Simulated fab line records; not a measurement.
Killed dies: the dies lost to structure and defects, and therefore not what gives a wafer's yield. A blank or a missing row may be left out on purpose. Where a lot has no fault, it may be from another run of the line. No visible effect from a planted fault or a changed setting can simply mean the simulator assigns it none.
Chamber matching / flow n5Finfet / pecvd-04 running N5_MIM_TOP_ETCH_PECVD_03: 3 sister chambers
The step deposits SiNx from SiH4/NH3/N2, target thk 20 nm, time 17.6 s. 6 wafers are shown with their chamber, then 9 later ones without.

WAFERS PAIRED WITH THEIR CHAMBERS
wafer=L088.1; chamber=2; showerheadPlenumPTorr (Torr)=5.03; throttleValvePct (%)=36.5
wafer=L088.2; chamber=1; showerheadPlenumPTorr (Torr)=5.06; throttleValvePct (%)=38.0
wafer=L088.5; chamber=0; showerheadPlenumPTorr (Torr)=5.16; throttleValvePct (%)=38.2
wafer=L091.2; chamber=1; showerheadPlenumPTorr (Torr)=5.06; throttleValvePct (%)=38.4
wafer=L091.3; chamber=2; showerheadPlenumPTorr (Torr)=5.04; throttleValvePct (%)=37.0
wafer=L091.5; chamber=0; showerheadPlenumPTorr (Torr)=5.15; throttleValvePct (%)=38.1

WAFERS MISSING THEIR CHAMBER
wafer=L092.1; showerheadPlenumPTorr (Torr)=5.06; throttleValvePct (%)=38.1
wafer=L092.4; showerheadPlenumPTorr (Torr)=5.04; throttleValvePct (%)=37.0
wafer=L092.6; showerheadPlenumPTorr (Torr)=5.16; throttleValvePct (%)=37.8
wafer=L095.1; showerheadPlenumPTorr (Torr)=5.16; throttleValvePct (%)=37.7
wafer=L095.5; showerheadPlenumPTorr (Torr)=5.17; throttleValvePct (%)=37.6
wafer=L095.6; showerheadPlenumPTorr (Torr)=5.03; throttleValvePct (%)=37.2
wafer=L097.3; showerheadPlenumPTorr (Torr)=5.16; throttleValvePct (%)=38.1
wafer=L097.4; showerheadPlenumPTorr (Torr)=5.04; throttleValvePct (%)=36.9
wafer=L097.6; showerheadPlenumPTorr (Torr)=5.17; throttleValvePct (%)=38.1

EACH ONE'S CHAMBER
wafer=L092.1; from the rows above=1; in truth=1
wafer=L092.4; from the rows above=2; in truth=2
wafer=L092.6; from the rows above=0; in truth=0
wafer=L095.1; from the rows above=0; in truth=0
wafer=L095.5; from the rows above=0; in truth=0
wafer=L095.6; from the rows above=2; in truth=2
wafer=L097.3; from the rows above=0; in truth=0
wafer=L097.4; from the rows above=2; in truth=2
wafer=L097.6; from the rows above=0; in truth=0
9 of 9 placed correctly. Left unplaced by these rows: 0. Wrongly placed: 0.
How it was worked out, from the rows above alone: a wafer's distance from a chamber is the root of the sum, over the readings, of the square of ((its reading less the chamber's mean) divided by the reading's scatter). The wafer belongs to the nearest chamber; if the next one is less than 2 further off, it can't be placed. A chamber's mean is the mean of its shown wafers. How the scatter is found: for the shown wafers, subtract from each reading the mean of its chamber, square and add these, divide the total by (wafers less chambers), then take the root.
